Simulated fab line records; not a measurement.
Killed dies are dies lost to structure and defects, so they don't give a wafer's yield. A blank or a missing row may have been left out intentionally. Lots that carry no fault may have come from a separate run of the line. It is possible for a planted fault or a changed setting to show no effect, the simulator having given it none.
Split-lot study / flow n5-finfet / route with 1938 steps; 7 lots, 21 wafers read

## THE SPLIT ITSELF
At N5_MOL_CONTACT_COAG_EXPOSE_37 (exposes mask VD, defocus 0 nm), the setting dose-mj was moved away from the recipe's 62 on 10 of the 21 wafers read, by -6.8% to +5.1%. This setting was run at the recipe's value on the other wafers.

## FROM THE SPLIT TO THE READING: what the file shows between them, 2 steps
- N5_MOL_CONTACT_COAG_PEB_38: peb time 60 s
- N5_MOL_CONTACT_COAG_DEVELOP_39: develop time 30 s

## THE READING
Shown in nm: cd-nm at N5_MOL_CONTACT_COAG_CD_MEAS_40, with target cd 25.1 nm. Fault-free wafers of this fab line usually give 25.26 nm, standard deviation 0.26 nm.

wafer=L075.1; tool, chamber at the split=euv-scanner-02, 0; dose-mj as run=64.33; against the recipe=+3.8%; cd-nm, nm=26.24; against lot-mates on the recipe=+0.80
wafer=L075.3; tool, chamber at the split=euv-scanner-02, 0; dose-mj as run=62; against the recipe=recipe; cd-nm, nm=25.45; against lot-mates on the recipe=-
wafer=L075.5; tool, chamber at the split=euv-scanner-02, 0; dose-mj as run=62; against the recipe=recipe; cd-nm, nm=25.42; against lot-mates on the recipe=-
wafer=L076.1; tool, chamber at the split=euv-scanner-01, 0; dose-mj as run=62; against the recipe=recipe; cd-nm, nm=24.92; against lot-mates on the recipe=-
wafer=L076.2; tool, chamber at the split=euv-scanner-01, 0; dose-mj as run=62; against the recipe=recipe; cd-nm, nm=25.44; against lot-mates on the recipe=-
wafer=L076.4; tool, chamber at the split=euv-scanner-01, 0; dose-mj as run=62; against the recipe=recipe; cd-nm, nm=25.32; against lot-mates on the recipe=-
wafer=L079.1; tool, chamber at the split=euv-scanner-02, 0; dose-mj as run=62; against the recipe=recipe; cd-nm, nm=24.83; against lot-mates on the recipe=-
wafer=L079.2; tool, chamber at the split=euv-scanner-02, 0; dose-mj as run=65.15; against the recipe=+5.1%; cd-nm, nm=26.29; against lot-mates on the recipe=+1.46
wafer=L079.4; tool, chamber at the split=euv-scanner-02, 0; dose-mj as run=65.15; against the recipe=+5.1%; cd-nm, nm=26.21; against lot-mates on the recipe=+1.38
wafer=L084.4; tool, chamber at the split=euv-scanner-01, 0; dose-mj as run=59.84; against the recipe=-3.5%; cd-nm, nm=24.46; against lot-mates on the recipe=-0.23
wafer=L084.5; tool, chamber at the split=euv-scanner-01, 0; dose-mj as run=62; against the recipe=recipe; cd-nm, nm=24.69; against lot-mates on the recipe=-
wafer=L084.6; tool, chamber at the split=euv-scanner-01, 0; dose-mj as run=59.84; against the recipe=-3.5%; cd-nm, nm=24.60; against lot-mates on the recipe=-0.09
wafer=L088.1; tool, chamber at the split=euv-scanner-01, 0; dose-mj as run=58.45; against the recipe=-5.7%; cd-nm, nm=24.30; against lot-mates on the recipe=-1.03
wafer=L088.2; tool, chamber at the split=euv-scanner-01, 0; dose-mj as run=62; against the recipe=recipe; cd-nm, nm=25.33; against lot-mates on the recipe=-
wafer=L088.4; tool, chamber at the split=euv-scanner-01, 0; dose-mj as run=58.45; against the recipe=-5.7%; cd-nm, nm=24.51; against lot-mates on the recipe=-0.82
wafer=L094.1; tool, chamber at the split=euv-scanner-01, 0; dose-mj as run=62; against the recipe=recipe; cd-nm, nm=24.93; against lot-mates on the recipe=-
wafer=L094.5; tool, chamber at the split=euv-scanner-01, 0; dose-mj as run=57.77; against the recipe=-6.8%; cd-nm, nm=23.75; against lot-mates on the recipe=-1.29
wafer=L094.6; tool, chamber at the split=euv-scanner-01, 0; dose-mj as run=62; against the recipe=recipe; cd-nm, nm=25.14; against lot-mates on the recipe=-
wafer=L096.1; tool, chamber at the split=euv-scanner-01, 0; dose-mj as run=60.38; against the recipe=-2.6%; cd-nm, nm=24.58; against lot-mates on the recipe=-0.75
wafer=L096.4; tool, chamber at the split=euv-scanner-01, 0; dose-mj as run=62; against the recipe=recipe; cd-nm, nm=25.33; against lot-mates on the recipe=-
wafer=L096.6; tool, chamber at the split=euv-scanner-01, 0; dose-mj as run=60.38; against the recipe=-2.6%; cd-nm, nm=24.57; against lot-mates on the recipe=-0.76

FIT RESULTS
A straight line over all 21 wafers: cd-nm changes by +0.193 nm for each +1% of dose-mj; r = +0.93; the points scatter about the line by 0.25 nm.
The same after taking each lot's own level away (the mean of its wafers on the recipe; 21 wafers): +0.201 nm for each +1%; r = +0.94; scatter 0.24 nm.
That fit puts the effect of the largest move of dose-mj on the reading at 1.4 nm.
The lots' own levels span 24.690 to 25.435 nm, that is 2.9 times the standard deviation above.
The two slopes agree, so the slope changes little with the lot-to-lot level.
Check: -1.28 nm against its lot-mates is what the line predicts for one of the wafers moved furthest among these (-6.8%) when that wafer is left out of the fit. Against them it came out at -1.29 nm.

## FURTHER SPLITS ON THESE WAFERS
Note: prior to the reading, these wafers also went through further splits. Each is held against what the fit with the lots' levels taken away leaves over:
other split on the same wafers=N5_GATE_CUT_ETCH_36 cf4-flow-sccm; wafers away from the commonest value=8; r with cd-nm (lot level and that fit taken away)=-0.06
other split on the same wafers=N5_GATE_CUT_ALD_22 ald-cycles; wafers away from the commonest value=5; r with cd-nm (lot level and that fit taken away)=-0.38

## FILE'S OWN FIT
cd-nm changes by +0.194 nm for each +1% of dose-mj, r = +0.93.
